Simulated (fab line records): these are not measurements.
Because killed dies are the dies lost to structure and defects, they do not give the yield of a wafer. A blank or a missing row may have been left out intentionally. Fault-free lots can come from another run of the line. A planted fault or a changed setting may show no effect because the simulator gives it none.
fab line records	flow nandHarc
record lots=10	wafers=30	lastDay=33
route steps=1302 shown THIN_TSV@1259 END@1301
lots untouched by any fault: they come from a run of this same line in which no faults occurred
startH: the number of hours between the record's first day and the start of the first shown wafer of the lot	waitH: time in hours since the lot's previous step	" identical to the entry in the row above	L1.1+2: several wafers, shown together as one row	- no value, or no start was given	* or withheld: withheld	< > ~ a bound
route shown NAME@n: names a module that has steps shown in the file, with the first one's number in the route	usual: mean and standard deviation over wafers with no fault	same: alike in all rows	chamber/n: place in a boat	sites: per-site readings	_std_site: standard deviation of those values	_edge_site: inner sites' mean taken away from outer sites' mean	radiusMm: for every site, how far away it sits from the centre of the wafer	mask NAME#n: copy n	behind: the last tool/chamber to shape the wafer	hold: what put the lot on hold/how long, in hours/how the hold closed	device: transistor that didn't switch, given as n, p or np	end of line: the route-end tests of the same wafers	where a step has no rows: the recipe by itself	killed: count of dies lost to structure and defects at first sort (not the wafer's yield)	map: shows each die of a wafer: x if killed, . if not, _ if none is there
set.NAME: the run value of the setting; set.NAME@STEP: its run value at that earlier step	model.NAME: the simulator's own value behind a step, which no gauge read
the route's steps for a sample of lots (tables are steps, rows are wafers)
services: the hour from which a tool's chamber was out of use, counted from the record's first day as startH (under 0 if before that day), plus the number of hours and why
## steps
# step NHARC_THIN_TSV_CD_MEAS_12
# recipe targetCdNm=1000	landingEnergyEv=500
# usual cdNm=999.7/1.8
lot.wafer	tool	chamber	startH	waitH	cdNm
L582.1	cdSem-03	0	553.04	-	999.9
L582.4	"	0	"	"	998.3
L582.5	"	0	"	"	1001.0
L588.2	cdSem-03	0	599.86	-	1000.6
L588.3	"	0	"	"	1003.1
L588.6	"	0	"	"	1002.2
L590.2	cdSem-03	0	632.74	-	1001.8
L590.3	"	0	"	"	998.0
L590.4	"	0	"	"	997.3
L594.2	cdSem-02	0	681.63	-	998.9
L594.4	"	0	"	"	998.8
L594.5	"	0	"	"	1000.6
L595.2	cdSem-03	0	689.45	-	1002.1
L595.3	"	0	"	"	1000.0
L595.5	"	0	"	"	1001.7
L596.2	cdSem-02	0	690.63	-	998.6
L596.3	"	0	"	"	1000.3
L596.4	"	0	"	"	1000.3
L598.2	cdSem-03	0	703.95	-	996.5
L598.3	"	0	"	"	1001.0
L598.6	"	0	"	"	997.5
L600.1	cdSem-01	0	717.01	-	1001.2
L600.4	"	0	"	"	1002.2
L600.5	"	0	"	"	1001.0
L601.4	cdSem-03	0	746.43	-	1000.5
L601.5	"	0	"	"	998.0
L601.6	"	0	"	"	999.6
L604.1	cdSem-01	0	773.87	-	1000.4
L604.3	"	0	"	"	1004.4
L604.5	"	0	"	"	998.9
# step NHARC_THIN_TSV_STRIP_45
# recipe powerW=1500	tempC=250	chemistry=O2
# usual drypumpMotorCurrentA=5.7/0.38	heaterPowerW=336/35
lot.wafer	tool	chamber	startH	waitH	drypumpMotorCurrentA	heaterPowerW	rfHoursCounterH
L582.1	plasmaAsher-01	0	554.61	0.1	6.2	380	4
L582.4	"	1	"	"	5.5	283	-
L582.5	"	0	"	"	6.2	376	-
L588.2	plasmaAsher-01	0	600.90	0.1	6.2	375	16
L588.3	"	0	"	"	6.2	378	-
L588.6	"	1	"	"	5.6	294	-
L590.2	plasmaAsher-02	1	633.82	0.1	5.2	340	4
L590.4	"	0	"	"	5.6	332	-
L590.3	"	1	"	"	5.2	331	-
L594.2	plasmaAsher-02	1	682.70	0.1	5.2	329	14
L594.4	"	0	"	"	5.7	339	-
L594.5	"	0	"	"	5.6	337	-
L595.2	plasmaAsher-01	0	690.84	0.4	6.2	379	34
L595.3	"	0	"	"	6.2	384	-
L595.5	"	1	"	"	5.5	286	-
L596.2	plasmaAsher-01	1	691.71	0.1	5.5	301	34
L596.4	"	0	"	"	6.3	377	-
L596.3	"	1	"	"	5.5	295	-
L598.2	plasmaAsher-02	0	705.03	0.1	5.7	336	21
L598.3	"	0	"	"	5.7	337	-
L598.6	"	0	"	"	5.7	342	-
L600.1	plasmaAsher-01	0	718.10	0.1	6.2	381	1
L600.4	"	1	"	"	5.5	283	-
L600.5	"	1	"	"	5.5	282	-
L601.4	plasmaAsher-02	0	747.59	0.2	5.6	337	-
L601.6	"	1	"	"	5.2	339	-
L601.5	"	0	"	"	5.7	338	-
L604.1	plasmaAsher-02	1	774.95	0.1	5.2	334	35
L604.3	"	0	"	"	5.7	338	-
L604.5	"	0	"	"	5.7	334	-
# step NHARC_THIN_TSV_PVD_19
# recipe targetThkA=200	chamberPressurePa=5	material=TaN
# usual throttleValvePct=29.8/1.1
lot.wafer	tool	chamber	startH	waitH	throttleValvePct
L582.4	pvdSputter-03	-	-	-	28.2
L582.1	"	-	"	"	30.0
L582.5	"	-	"	"	28.2
L588.2	pvdSputter-02	-	-	-	29.6
L588.3	"	-	"	"	30.1
L588.6	"	-	"	"	29.3
L590.3	pvdSputter-03	-	-	-	29.4
L590.4	"	-	"	"	28.0
L590.2	"	-	"	"	30.2
L594.4	pvdSputter-03	-	-	-	29.4
L594.2	"	-	"	"	28.4
L594.5	"	-	"	"	29.5
L595.2	pvdSputter-03	-	-	-	30.4
L595.3	"	-	"	"	29.7
L595.5	"	-	"	"	30.4
L596.3	pvdSputter-01	-	-	-	30.0
L596.2	"	-	"	"	30.8
L596.4	"	-	"	"	28.0
L598.2	pvdSputter-02	-	-	-	31.3
L598.3	"	-	"	"	29.5
L598.6	"	-	"	"	31.2
L600.4	pvdSputter-01	-	-	-	30.2
L600.1	"	-	"	"	30.8
L600.5	"	-	"	"	30.0
L601.4	pvdSputter-01	-	-	-	29.9
L601.5	"	-	"	"	29.9
L601.6	"	-	"	"	30.3
L604.3	pvdSputter-02	-	-	-	29.7
L604.1	"	-	"	"	31.4
L604.5	"	-	"	"	29.9
# step NHARC_THIN_TSV_ECD_20
# recipe targetThkA=20000	material=Cu
lot.wafer	tool	chamber	startH	waitH
L582.1+4+5	ecdCu-02	1,0,0	557.09	-
L588.2+3+6	ecdCu-01	0,0,1	603.56	-
L590.2+4+3	ecdCu-02	0,1,0	636.12	-
L594.2+4+5	ecdCu-02	0,1,1	684.95	-
L595.2+3+5	ecdCu-02	0	693.08	-
L596.2+4+3	ecdCu-02	1,0,1	693.94	-
L598.2+3+6	ecdCu-02	1	707.17	-
L600.1+4+5	ecdCu-01	1,0,0	720.34	-
L601.4+5+6	ecdCu-01	1,1,0	749.84	-
L604.1+3+5	ecdCu-01	0	777.41	-
# step NHARC_END_WLT_00
# usual VT_DECK1_BOTTOM=0.873/0.0069	VT_DECK1_BOTTOM_INNER=0.873/0.0067	VT_DECK1_MEDIAN_NEAR_BOTTOM=0.874/0.0064	VT_DECK1_MEDIAN_NEAR_BOTTOM_INNER=0.874/0.0073	VT_DECK1_MIDDLE=0.885/0.0064	VT_DECK1_MIDDLE_INNER=0.886/0.0063	VT_DECK1_TOP=0.896/0.0069	VT_DECK1_TOP_INNER=0.897/0.0065	VT_DECK2_BOTTOM=0.873/0.0061	VT_DECK2_BOTTOM_INNER=0.874/0.007	VT_DECK2_MEDIAN_NEAR_BOTTOM=0.875/0.0066	VT_DECK2_MEDIAN_NEAR_BOTTOM_INNER=0.874/0.0073	VT_DECK2_MIDDLE=0.887/0.0059	VT_DECK2_MIDDLE_INNER=0.887/0.0072	VT_DECK2_TOP=0.898/0.0065	VT_DECK2_TOP_INNER=0.898/0.0067
lot.wafer	tool	chamber	startH	waitH	hold	VT_DECK1_BOTTOM	VT_DECK1_BOTTOM_INNER	VT_DECK1_MEDIAN_NEAR_BOTTOM	VT_DECK1_MEDIAN_NEAR_BOTTOM_INNER	VT_DECK1_MIDDLE	VT_DECK1_MIDDLE_INNER	VT_DECK1_TOP	VT_DECK1_TOP_INNER	VT_DECK2_BOTTOM	VT_DECK2_BOTTOM_INNER	VT_DECK2_MEDIAN_NEAR_BOTTOM	VT_DECK2_MEDIAN_NEAR_BOTTOM_INNER	VT_DECK2_MIDDLE	VT_DECK2_MIDDLE_INNER	VT_DECK2_TOP	VT_DECK2_TOP_INNER
L582.1	prober-01	-	568.02	0.0	-	0.866	0.866	0.862	0.863	0.873	0.877	0.893	0.884	0.867	0.866	0.871	0.870	0.883	0.883	0.903	0.898
L582.4	"	-	569.51	1.5	-	0.870	0.861	0.872	0.859	0.887	0.884	0.892	0.892	0.869	0.865	0.872	0.867	0.881	0.875	0.903	0.897
L582.5	"	-	"	"	-	0.870	0.865	0.868	0.861	0.875	0.881	0.885	0.891	0.865	0.868	0.869	0.862	0.892	0.888	0.904	0.895
L588.2	prober-02	-	612.64	0.6	-	0.865	0.876	0.873	0.877	0.888	0.888	0.899	0.898	0.870	0.872	0.875	0.872	0.883	0.886	0.887	0.895
L588.3	"	-	"	"	-	0.875	0.886	0.881	0.878	0.884	0.893	0.892	0.896	0.882	0.869	0.875	0.883	0.883	0.885	0.901	0.893
L588.6	"	-	614.63	2.5	-	0.879	0.875	0.878	0.889	0.886	0.889	0.894	0.900	0.873	0.866	0.874	0.874	0.886	0.892	0.895	0.897
L590.2	prober-01	-	650.70	8.4	-	0.864	0.871	0.871	0.878	0.890	0.888	0.890	0.885	0.868	0.868	0.864	0.864	0.886	0.884	0.901	0.909
L590.3	"	-	"	"	-	0.871	0.876	0.873	0.883	0.885	0.885	0.889	0.902	0.879	0.880	0.885	0.888	0.895	0.889	0.914	0.903
L590.4	"	-	"	"	-	0.861	0.864	0.866	0.864	0.875	0.888	0.897	0.899	0.882	0.883	0.884	0.886	0.891	0.894	0.904	0.900
L594.2	prober-01	-	693.97	0.6	-	0.868	0.866	0.872	0.866	0.881	0.876	0.896	0.893	0.874	0.875	0.874	0.867	0.892	0.892	0.906	0.901
L594.4	"	-	694.98	1.6	-	0.871	0.864	0.875	0.871	0.881	0.888	0.899	0.893	0.881	0.875	0.885	0.885	0.888	0.892	0.904	0.903
L594.5	"	-	"	"	-	0.868	0.868	0.871	0.869	0.885	0.888	0.892	0.887	0.871	0.880	0.877	0.874	0.890	0.885	0.900	0.903
L595.2	prober-01	-	705.13	3.4	awaitDispo/0.2h/release	0.873	0.868	0.875	0.871	0.885	0.883	0.888	0.892	0.873	0.866	0.882	0.871	0.890	0.881	0.895	0.894
L595.3	"	-	"	"	awaitDispo/0.2h/release	0.870	0.871	0.872	0.872	0.879	0.888	0.892	0.892	0.869	0.869	0.873	0.875	0.897	0.884	0.902	0.894
L595.5	"	-	706.65	4.9	awaitDispo/0.2h/release	0.868	0.868	0.860	0.866	0.882	0.885	0.902	0.896	0.869	0.864	0.865	0.866	0.888	0.881	0.895	0.881
L595.2	prober-01	-	709.91	4.3	-	0.869	0.867	0.868	0.880	0.880	0.884	0.891	0.886	0.870	0.871	0.874	0.874	0.883	0.887	0.891	0.891
L595.3	"	-	"	"	-	0.876	0.863	0.869	0.867	0.885	0.889	0.898	0.888	0.871	0.867	0.867	0.871	0.883	0.880	0.903	0.896
L595.5	"	-	711.42	4.3	-	0.861	0.862	0.862	0.865	0.880	0.876	0.889	0.891	0.868	0.871	0.880	0.863	0.889	0.882	0.900	0.906
L596.2	prober-01	-	712.66	10.9	awaitDispo/10.4h/release	0.872	0.868	0.865	0.870	0.888	0.880	0.894	0.900	0.881	0.873	0.880	0.880	0.884	0.890	0.900	0.908
L596.3	"	-	"	"	awaitDispo/0.2h/release	0.856	0.868	0.867	0.867	0.884	0.881	0.899	0.901	0.873	0.875	0.871	0.884	0.890	0.888	0.897	0.900
L596.4	"	-	"	"	awaitDispo/0.2h/release	0.873	0.859	0.883	0.880	0.881	0.889	0.899	0.886	0.867	0.876	0.877	0.873	0.883	0.891	0.899	0.897
L596.2	prober-01	-	715.84	2.7	awaitDispo/0.2h/release	0.860	0.865	0.868	0.866	0.883	0.899	0.902	0.894	0.873	0.874	0.872	0.876	0.888	0.892	0.898	0.893
L596.3	"	-	"	"	-	0.871	0.868	0.868	0.872	0.881	0.888	0.903	0.897	0.883	0.877	0.879	0.873	0.892	0.891	0.895	0.906
L596.4	"	-	"	"	-	0.869	0.869	0.868	0.873	0.885	0.885	0.898	0.895	0.869	0.873	0.868	0.871	0.883	0.883	0.897	0.902
L598.2	prober-02	-	719.31	3.5	awaitDispo/2.5h/release	0.859	0.865	0.864	0.864	0.876	0.884	0.882	0.896	0.878	0.880	0.881	0.887	0.898	0.894	0.901	0.896
L598.3	"	-	"	"	awaitDispo/2.5h/release	0.867	0.864	0.871	0.866	0.884	0.877	0.891	0.895	0.878	0.884	0.879	0.880	0.893	0.897	0.900	0.898
L598.6	"	-	721.35	5.5	awaitDispo/2.5h/release	0.870	0.868	0.861	0.861	0.871	0.886	0.899	0.895	0.872	0.877	0.875	0.880	0.890	0.885	0.903	0.903
L600.1	prober-01	-	729.53	0.0	-	0.879	0.872	0.875	0.871	0.889	0.890	0.909	0.903	0.864	0.859	0.867	0.875	0.889	0.879	0.893	0.881
L600.4	"	-	731.01	1.5	-	0.884	0.872	0.879	0.869	0.887	0.885	0.895	0.895	0.876	0.870	0.880	0.871	0.886	0.877	0.886	0.893
L600.5	"	-	"	"	-	0.862	0.871	0.880	0.869	0.879	0.888	0.895	0.898	0.867	0.874	0.877	0.870	0.880	0.880	0.898	0.894
L601.4	prober-01	-	760.06	1.6	-	0.867	0.876	0.879	0.873	0.889	0.888	0.899	0.892	0.870	0.869	0.869	0.863	0.881	0.890	0.896	0.908
L601.5	"	-	"	"	-	0.877	0.876	0.879	0.881	0.889	0.890	0.905	0.897	0.874	0.871	0.878	0.880	0.891	0.896	0.897	0.900
L601.6	"	-	"	"	-	0.864	0.876	0.879	0.877	0.887	0.887	0.901	0.909	0.874	0.870	0.867	0.868	0.876	0.887	0.903	0.907
L604.1	prober-02	-	793.76	0.1	-	0.868	0.874	0.880	0.869	0.886	0.884	0.899	0.905	0.871	0.865	0.873	0.868	0.873	0.881	0.893	0.897
L604.3	"	-	"	"	-	0.881	0.875	0.870	0.875	0.889	0.885	0.896	0.906	0.870	0.876	0.874	0.865	0.881	0.887	0.898	0.908
L604.5	"	-	795.75	2.0	-	0.870	0.873	0.872	0.879	0.885	0.890	0.898	0.894	0.872	0.873	0.866	0.872	0.889	0.888	0.896	0.895
# step NHARC_END_SORT_01
# recipe tempC=25
# usual defectLimitedYield=91.1/2.7	killedAtArray=55/19	killedAtOther=0.6/0.99	killedAtPeriphery=4.2/2.6	killedDies=60/18	killedOpen=3.4/1.7	killedShort=2.3/1.5
# same grossDies=677
lot.wafer	tool	chamber	startH	waitH	hold	defectLimitedYield[%]	killedAtArray	killedAtOther	killedAtPeriphery	killedDies	killedOpen	killedShort
L582.1	prober-01	0	571.00	2.5	-	88.3	76	0	3	79	3	1
L582.4	prober-01	0	573.39	3.4	-	89.4	68	0	4	72	3	1
L582.5	prober-01	0	574.18	3.7	-	87.9	79	0	3	82	4	4
L588.2	prober-02	0	615.93	2.8	-	87.9	79	0	3	82	3	2
L588.3	prober-02	0	616.73	3.1	-	87.7	77	0	6	83	2	2
L588.6	prober-02	0	619.13	4.0	-	89.4	65	0	7	72	4	3
L590.2	prober-01	0	653.97	2.8	-	91.4	54	2	2	58	3	2
L590.3	prober-01	0	654.77	3.1	-	90.7	57	0	6	63	3	3
L590.4	prober-01	0	655.57	3.4	-	89.8	66	0	3	69	2	2
L594.2	prober-01	0	697.31	2.8	-	91.1	58	0	2	60	1	4
L594.4	prober-01	0	698.91	3.4	-	89.8	67	0	2	69	4	3
L594.5	prober-01	0	699.71	3.7	-	90.8	59	0	3	62	5	0
L595.2	prober-01	0	713.22	2.8	awaitDispo/2.7h/release	34.9	29	408	4	441	3	1
L595.3	prober-01	0	714.01	3.1	awaitDispo/2.7h/release	32.8	37	418	0	455	3	1
L595.5	prober-01	0	715.59	3.7	awaitDispo/2.7h/release	35.5	34	402	1	437	1	3
L596.2	prober-01	0	721.38	5.0	awaitDispo/4.2h/release	32.5	35	420	2	457	3	2
L596.3	prober-01	0	722.18	5.3	awaitDispo/4.2h/release	34.4	24	420	0	444	0	0
L596.4	prober-01	0	722.97	5.6	awaitDispo/4.2h/release	29.8	30	441	4	475	1	2
L598.2	prober-01	0	722.67	2.8	awaitDispo/2.7h/release	36.6	18	409	2	429	4	4
L598.3	prober-01	0	723.48	3.1	awaitDispo/2.7h/release	37.7	15	406	1	422	2	4
L598.6	prober-01	0	725.91	4.0	awaitDispo/2.7h/release	30.0	16	454	4	474	0	1
L600.1	prober-01	0	732.79	2.8	-	93.8	36	0	6	42	5	3
L600.4	prober-01	0	735.17	3.7	-	93.6	40	0	3	43	3	3
L600.5	prober-01	0	735.96	4.0	-	95.3	29	0	3	32	5	3
L601.4	prober-01	0	763.97	3.4	-	91.4	55	0	3	58	4	2
L601.5	prober-01	0	764.77	3.7	-	91.4	56	0	2	58	3	3
L601.6	prober-01	0	765.57	4.0	-	91.7	51	0	5	56	0	1
L604.1	prober-02	0	796.74	2.5	-	93.4	38	0	7	45	1	1
L604.3	prober-02	0	798.34	3.1	-	92.5	41	0	10	51	4	2
L604.5	prober-02	0	799.94	3.7	-	91.9	49	0	6	55	4	1
# killed by level:class
L582.1 A_CHANNEL_HOLE_D2:chamberFilmFlake=29 A_SLIT:chamberFilmFlake=27 A_CHANNEL_HOLE_D1:chamberFilmFlake=4 A_SGD_CUT:chamberFilmFlake=4 P_STI:chamberFilmFlake=3 A_CHANNEL_FILL_D2:chamberFilmFlake=3 A_M0:chamberFilmFlake=3 A_ONON_D2:geometricParticle:short=1
L582.4 A_CHANNEL_HOLE_D2:chamberFilmFlake=33 A_SLIT:chamberFilmFlake=18 A_CHANNEL_HOLE_D1:chamberFilmFlake=5 A_STAIRCASE:chamberFilmFlake=3 A_SGD_CUT:chamberFilmFlake=3 P_M0:chamberFilmFlake=2 A_M0:chamberFilmFlake=2 P_GATE:geometricParticle:open=1
L582.5 A_CHANNEL_HOLE_D2:chamberFilmFlake=41 A_SLIT:chamberFilmFlake=25 A_CONTACT:chamberFilmFlake=3 P_CONTACT:geometricParticle:open=2 A_CHANNEL_FILL_D2:geometricParticle:short=2 A_ONON_D2:geometricParticle:open=1 A_WL_FILL:geometricParticle:short=1 A_CONTACT:geometricParticle:short=1
L588.2 A_CHANNEL_HOLE_D2:chamberFilmFlake=34 A_CHANNEL_HOLE_D1:chamberFilmFlake=27 A_STAIRCASE:chamberFilmFlake=5 A_CONTACT:chamberFilmFlake=4 P_ZERO_WELL:chamberFilmFlake=2 A_SLIT:chamberFilmFlake=2 A_CHANNEL_HOLE_D1:geometricParticle:open=1 A_CHANNEL_FILL_D1:geometricParticle:short=1
L588.3 A_CHANNEL_HOLE_D2:chamberFilmFlake=34 A_CHANNEL_HOLE_D1:chamberFilmFlake=26 A_CONTACT:chamberFilmFlake=4 P_BONDPAD:chamberFilmFlake=3 A_SLIT:chamberFilmFlake=3 P_GATE:chamberFilmFlake=2 A_STAIRCASE:chamberFilmFlake=2 A_BLC:chamberFilmFlake=2
L588.6 A_CHANNEL_HOLE_D1:chamberFilmFlake=27 A_CHANNEL_HOLE_D2:chamberFilmFlake=23 P_GATE:chamberFilmFlake=5 A_STAIRCASE:chamberFilmFlake=3 A_BLC:geometricParticle:open=2 A_SLIT:chamberFilmFlake=2 A_CONTACT:chamberFilmFlake=2 P_GATE:geometricParticle:open=1
L590.2 A_SLIT:chamberFilmFlake=30 A_CHANNEL_HOLE_D2:chamberFilmFlake=8 A_CHANNEL_HOLE_D1:chamberFilmFlake=4 A_STAIRCASE:chamberFilmFlake=3 A_CONTACT:chamberFilmFlake=3 P_CONTACT:geometricParticle:open=1 A_CHANNEL_FILL_D2:geometricParticle:open=1 A_WL_FILL:geometricParticle:short=1
L590.3 A_SLIT:chamberFilmFlake=35 A_CHANNEL_HOLE_D2:chamberFilmFlake=8 A_CONTACT:chamberFilmFlake=7 A_CHANNEL_HOLE_D1:chamberFilmFlake=3 P_CONTACT:chamberFilmFlake=2 P_CONTACT:geometricParticle:open=1 P_M0:geometricParticle:open=1 P_M0:geometricParticle:short=1
L590.4 A_SLIT:chamberFilmFlake=33 A_CHANNEL_HOLE_D2:chamberFilmFlake=14 A_CHANNEL_HOLE_D1:chamberFilmFlake=7 A_CONTACT:chamberFilmFlake=5 A_CHANNEL_FILL_D2:chamberFilmFlake=2 A_WL_FILL:chamberFilmFlake=2 P_CONTACT:geometricParticle:open=1 P_M1:geometricParticle:open=1
L594.2 A_CHANNEL_HOLE_D1:chamberFilmFlake=23 A_CHANNEL_HOLE_D2:chamberFilmFlake=16 A_CONTACT:chamberFilmFlake=5 A_SLIT:chamberFilmFlake=3 A_WL_FILL:geometricParticle:short=2 P_ZERO_WELL:chamberFilmFlake=2 A_WL_FILL:chamberFilmFlake=2 A_M0:chamberFilmFlake=2
L594.4 A_CHANNEL_HOLE_D1:chamberFilmFlake=33 A_CHANNEL_HOLE_D2:chamberFilmFlake=16 A_M0:chamberFilmFlake=5 A_CHANNEL_FILL_D2:chamberFilmFlake=3 A_WL_FILL:geometricParticle:open=2 A_WL_FILL:chamberFilmFlake=2 P_CONTACT:geometricParticle:short=1 P_CONTACT:geometricParticle:open=1
L594.5 A_CHANNEL_HOLE_D1:chamberFilmFlake=23 A_CHANNEL_HOLE_D2:chamberFilmFlake=17 A_M0:chamberFilmFlake=4 A_WL_FILL:chamberFilmFlake=3 A_CHANNEL_FILL_D1:chamberFilmFlake=2 A_SLIT:chamberFilmFlake=2 A_CONTACT:chamberFilmFlake=2 P_M0:geometricParticle:open=1
L595.2 THIN_TSV:unspecified=407 A_SLIT:chamberFilmFlake=19 A_CHANNEL_HOLE_D1:chamberFilmFlake=5 A_WL_FILL:chamberFilmFlake=2 P_STI:geometricParticle:open=1 P_CONTACT:geometricParticle:open=1 A_CHANNEL_FILL_D2:geometricParticle:short=1 A_CONTACT:geometricParticle:open=1
L595.3 THIN_TSV:unspecified=418 A_SLIT:chamberFilmFlake=15 A_CHANNEL_HOLE_D1:chamberFilmFlake=7 A_CONTACT:chamberFilmFlake=5 A_DECK1_JOINT:chamberFilmFlake=3 A_DECK1_JOINT:geometricParticle:open=2 A_CHANNEL_FILL_D2:chamberFilmFlake=2 A_ONON_D1:geometricParticle:short=1
L595.5 THIN_TSV:unspecified=400 A_SLIT:chamberFilmFlake=19 A_CHANNEL_HOLE_D1:chamberFilmFlake=7 A_DECK1_JOINT:geometricParticle:short=3 A_CONTACT:chamberFilmFlake=3 THIN_TSV:chamberFilmFlake=2 A_SGD_CUT:geometricParticle:open=1 P_GATE:chamberFilmFlake=1
L596.2 THIN_TSV:unspecified=419 A_CHANNEL_HOLE_D2:chamberFilmFlake=14 A_CHANNEL_HOLE_D1:chamberFilmFlake=10 A_SLIT:chamberFilmFlake=4 A_CHANNEL_FILL_D2:geometricParticle:open=2 P_M0:geometricParticle:open=1 A_DECK1_JOINT:geometricParticle:short=1 A_CHANNEL_FILL_D2:geometricParticle:short=1
L596.3 THIN_TSV:unspecified=420 A_CHANNEL_HOLE_D2:chamberFilmFlake=14 A_CHANNEL_HOLE_D1:chamberFilmFlake=7 A_SLIT:chamberFilmFlake=2 A_BONDPAD:chamberFilmFlake=1
L598.2 THIN_TSV:unspecified=408 A_CHANNEL_HOLE_D1:chamberFilmFlake=7 A_CONTACT:geometricParticle:open=2 A_M0:geometricParticle:short=2 P_STI:chamberFilmFlake=2 A_SLIT:chamberFilmFlake=2 A_CHANNEL_FILL_D2:geometricParticle:open=1 A_WL_FILL:geometricParticle:short=1
L596.4 THIN_TSV:unspecified=441 A_CHANNEL_HOLE_D2:chamberFilmFlake=18 A_CHANNEL_HOLE_D1:chamberFilmFlake=7 A_SLIT:chamberFilmFlake=4 P_M0:geometricParticle:open=1 P_M0:geometricParticle:short=1 A_DECK1_JOINT:geometricParticle:short=1 P_GATE:chamberFilmFlake=1
L598.3 THIN_TSV:unspecified=406 A_CHANNEL_HOLE_D1:chamberFilmFlake=8 A_CONTACT:geometricParticle:open=2 A_DECK1_JOINT:geometricParticle:short=1 A_ONON_D2:geometricParticle:short=1 A_CHANNEL_HOLE_D2:geometricParticle:short=1 A_M1:geometricParticle:short=1 P_STI:chamberFilmFlake=1
L598.6 THIN_TSV:unspecified=453 A_CHANNEL_HOLE_D1:chamberFilmFlake=9 A_SLIT:chamberFilmFlake=3 P_STI:chamberFilmFlake=3 A_CONTACT:chamberFilmFlake=3 STARTING-WAFER:geometricParticle:short=1 P_ZERO_WELL:chamberFilmFlake=1 A_WL_FILL:chamberFilmFlake=1
L600.1 A_CHANNEL_HOLE_D1:chamberFilmFlake=16 A_SLIT:chamberFilmFlake=8 A_STAIRCASE:chamberFilmFlake=3 A_WL_FILL:chamberFilmFlake=3 A_CONTACT:geometricParticle:open=2 A_CONTACT:chamberFilmFlake=2 P_CONTACT:geometricParticle:short=1 P_CONTACT:geometricParticle:open=1
L600.4 A_CHANNEL_HOLE_D1:chamberFilmFlake=18 A_SLIT:chamberFilmFlake=8 A_CONTACT:chamberFilmFlake=5 A_DECK1_JOINT:geometricParticle:short=3 A_WL_FILL:chamberFilmFlake=3 P_GATE:geometricParticle:open=1 P_M1:geometricParticle:open=1 A_CONTACT:geometricParticle:open=1
L600.5 A_CHANNEL_HOLE_D1:chamberFilmFlake=13 A_SLIT:chamberFilmFlake=4 A_WL_FILL:chamberFilmFlake=3 A_STAIRCASE:chamberFilmFlake=2 P_M0:geometricParticle:open=1 P_M2:geometricParticle:short=1 A_CHANNEL_FILL_D1:geometricParticle:open=1 A_DECK1_JOINT:geometricParticle:short=1
L601.4 A_CHANNEL_HOLE_D2:chamberFilmFlake=23 A_CHANNEL_HOLE_D1:chamberFilmFlake=12 A_SLIT:chamberFilmFlake=4 A_WL_FILL:chamberFilmFlake=3 P_M2:chamberFilmFlake=2 A_DECK1_JOINT:chamberFilmFlake=2 A_CHANNEL_FILL_D2:chamberFilmFlake=2 A_CONTACT:chamberFilmFlake=2
L601.5 A_CHANNEL_HOLE_D2:chamberFilmFlake=21 A_CHANNEL_HOLE_D1:chamberFilmFlake=13 A_SLIT:chamberFilmFlake=6 A_CONTACT:chamberFilmFlake=4 A_DECK1_JOINT:chamberFilmFlake=3 A_CHANNEL_FILL_D2:geometricParticle:short=2 A_STAIRCASE:chamberFilmFlake=2 A_ONON_D1:geometricParticle:open=1
L601.6 A_CHANNEL_HOLE_D2:chamberFilmFlake=22 A_CHANNEL_HOLE_D1:chamberFilmFlake=12 A_CONTACT:chamberFilmFlake=6 A_SLIT:chamberFilmFlake=4 P_M2:chamberFilmFlake=2 A_DECK1_JOINT:chamberFilmFlake=2 A_STAIRCASE:chamberFilmFlake=2 A_WL_FILL:chamberFilmFlake=2
L604.1 A_SLIT:chamberFilmFlake=33 P_GATE:chamberFilmFlake=5 P_CONTACT:geometricParticle:short=1 A_BLC:geometricParticle:open=1 P_STI:chamberFilmFlake=1 A_ZERO_WELL:chamberFilmFlake=1 A_DECK1_JOINT:chamberFilmFlake=1 A_CHANNEL_FILL_D2:chamberFilmFlake=1
L604.3 A_SLIT:chamberFilmFlake=33 P_GATE:chamberFilmFlake=6 A_DECK1_JOINT:geometricParticle:open=2 A_STAIRCASE:chamberFilmFlake=2 P_CONTACT:geometricParticle:short=1 P_BONDPAD:geometricParticle:open=1 A_WL_FILL:geometricParticle:short=1 A_WL_FILL:geometricParticle:open=1
L604.5 A_SLIT:chamberFilmFlake=37 A_STAIRCASE:chamberFilmFlake=4 P_GATE:chamberFilmFlake=2 A_CHANNEL_HOLE_D2:chamberFilmFlake=2 P_CONTACT:geometricParticle:open=1 P_M0:geometricParticle:open=1 A_DECK1_JOINT:geometricParticle:open=1 A_CHANNEL_FILL_D2:geometricParticle:short=1
## services
tool	chamber	startH	hours	kind
pvdSputter-03	-	532.05	10.0	pm
pvdSputter-01	-	537.01	4.0	repair
ecdCu-02	-	544.74	6.0	repair
pvdSputter-01	-	583.23	10.0	pm
ecdCu-02	-	596.12	8.0	pm
plasmaAsher-02	-	603.08	9.0	pm
plasmaAsher-02	0	603.08	9.0	ventCycle
plasmaAsher-02	1	603.08	9.0	ventCycle
plasmaAsher-02	0	612.08	-	clean
plasmaAsher-02	1	612.08	-	clean
pvdSputter-02	-	617.40	8.5	repair
pvdSputter-02	-	638.80	10.0	pm
ecdCu-01	-	688.18	8.0	pm
plasmaAsher-01	-	696.00	9.0	pm
plasmaAsher-01	0	696.00	9.0	ventCycle
plasmaAsher-01	1	696.00	9.0	ventCycle
plasmaAsher-01	0	705.00	-	clean
plasmaAsher-01	1	705.00	-	clean
pvdSputter-01	-	705.94	2.8	repair
pvdSputter-03	-	710.05	10.0	pm
plasmaAsher-01	-	711.36	5.4	repair
pvdSputter-02	-	721.15	8.4	repair
pvdSputter-01	-	761.23	10.0	pm
ecdCu-02	-	772.12	8.0	pm
## key
firstSign step=NHARC_END_SORT_01	reading=killedAtOther	direction=up	sigmas=99+	usual=0.6	struck=419.8
effect step=NHARC_END_SORT_01	reading=defectLimitedYield	direction=down	sigmas=21	usual=91.1	struck=33.8
moreKillsBornAt NHARC_THIN_TSV_ECD_20@ecdCu-02=3772
metAt NHARC_THIN_TSV_ECD_20
struckLots L595,L596,L598
notActingAt NHARC_THIN_TSV_CD_MEAS_12,NHARC_THIN_TSV_STRIP_45,NHARC_THIN_TSV_PVD_19
onsetBetween 684.95 693.08
fault kind=chamberParticleSource	tool=ecdCu-02	chamber=-	onsetH=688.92	steps=NHARC_THIN_TSV_ECD_20	ratePerVisitCm2=1.1274	endH=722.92
